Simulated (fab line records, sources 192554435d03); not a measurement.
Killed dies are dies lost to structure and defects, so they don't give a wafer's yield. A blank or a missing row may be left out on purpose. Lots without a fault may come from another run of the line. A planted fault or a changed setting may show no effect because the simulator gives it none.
Split-lot experiment | flow n5_finfet | 7 lots, 21 wafers read, on a route of 1938 steps

THE SPLIT
At N5_BEOL_M1_COAT_61 (time 60 s, resist thk 60 nm), the setting spin_rpm was moved away from the recipe's 1500 rpm on 8 of the 21 wafers read, by -9.5% to +9.3%. The other wafers ran this setting at the recipe's value.

The reading is taken at the split's own step.

THE READING
SOC_of_BEOL_M1_COAT_61.thk_nm (the simulator's own value, which no gauge read), in nm, at N5_BEOL_M1_COAT_61 (time 60 s, resist thk 60 nm). The file gives no usual value for it. The 13 wafers here that ran the recipe average 60.1 nm, standard deviation 0.12 nm.

wafer  | tool, chamber at the split | spin_rpm as run, rpm | against the recipe | SOC_of_BEOL_M1_COAT_61.thk_nm, nm | against lot-mates on the recipe
L075.1 | litho_track-02, 0          | 1639                 | +9.3%              | 57.6                              | -2.4
L075.3 | litho_track-02, 0          | 1639                 | +9.3%              | 57.4                              | -2.6
L075.6 | litho_track-02, 0          | 1500                 | recipe             | 60                                | -
L076.4 | litho_track-03, 0          | 1500                 | recipe             | 60.2                              | -
L076.5 | litho_track-03, 0          | 1500                 | recipe             | 60                                | -
L076.6 | litho_track-03, 0          | 1408                 | -6.1%              | 61.8                              | +1.7
L084.1 | litho_track-03, 0          | 1500                 | recipe             | 60                                | -
L084.2 | litho_track-03, 0          | 1500                 | recipe             | 60                                | -
L084.3 | litho_track-03, 0          | 1500                 | recipe             | 60.2                              | -
L087.1 | litho_track-03, 0          | 1418                 | -5.5%              | 62                                | +1.8
L087.2 | litho_track-03, 0          | 1418                 | -5.5%              | 62.2                              | +2.0
L087.6 | litho_track-03, 0          | 1500                 | recipe             | 60.2                              | -
L090.1 | litho_track-02, 0          | 1378                 | -8.1%              | 62.6                              | +2.5
L090.3 | litho_track-02, 0          | 1500                 | recipe             | 60                                | -
L090.6 | litho_track-02, 0          | 1500                 | recipe             | 60.2                              | -
L092.2 | litho_track-03, 0          | 1358                 | -9.5%              | 63.4                              | +3.0
L092.3 | litho_track-03, 0          | 1358                 | -9.5%              | 63.4                              | +3.0
L092.6 | litho_track-03, 0          | 1500                 | recipe             | 60.4                              | -
L097.1 | litho_track-02, 0          | 1500                 | recipe             | 60.2                              | -
L097.6 | litho_track-02, 0          | 1500                 | recipe             | 60.2                              | -
L097.5 | litho_track-02, 0          | 1500                 | recipe             | 60                                | -

THE FIT
A straight line over all 21 wafers: SOC_of_BEOL_M1_COAT_61.thk_nm changes by -0.313 nm for each +1% of spin_rpm; r = -0.99; the points scatter about the line by 0.19 nm.
The same after taking each lot's own level away (the mean of its wafers on the recipe; 21 wafers): -0.297 nm for each +1%; r = -1.00; scatter 0.15 nm.
On that fit, the largest move of spin_rpm shifts the reading by 2.8 nm.
The lots' own levels span 60.00 to 60.40 nm, that is 3.2 times the standard deviation above.
So the lot-to-lot level changes the slope little: the two slopes agree.
Check: with one of the wafers moved furthest among these (-9.5%) left out of the fit, the line predicts +2.85 nm for it against its lot-mates. It came out at +3 nm against them.

OTHER SPLITS ON THESE WAFERS
These wafers also went through other splits before the reading. Each is held against what the fit with the lots' levels taken away leaves over:
other split on the same wafers             | wafers away from the commonest value | r with SOC_of_BEOL_M1_COAT_61.thk_nm (lot level and that fit taken away)
N5_HKMG_FIN_ETCH_55 bias_w                 | 8                                    | -0.38
N5_MOL_CONTACT_COAG_EXPOSE_05 dose_mj      | 7                                    | +0.05
N5_MOL_CONTACT_COAG_ETCH_47 over_etch_frac | 9                                    | +0.21
N5_BEOL_M0_SAQP_SPACER1_ALD_98 temp_c      | 10                                   | -0.27
N5_BEOL_M0_SAQP_ETCH_107 bias_w            | 8                                    | -0.26
N5_BEOL_M0_CUTY_DESCUM_61 time_s           | 7                                    | +0.38

THE FILE'S OWN FIT
SOC_of_BEOL_M1_COAT_61.thk_nm changes by -0.3 nm for each +1% of spin_rpm, r = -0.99.
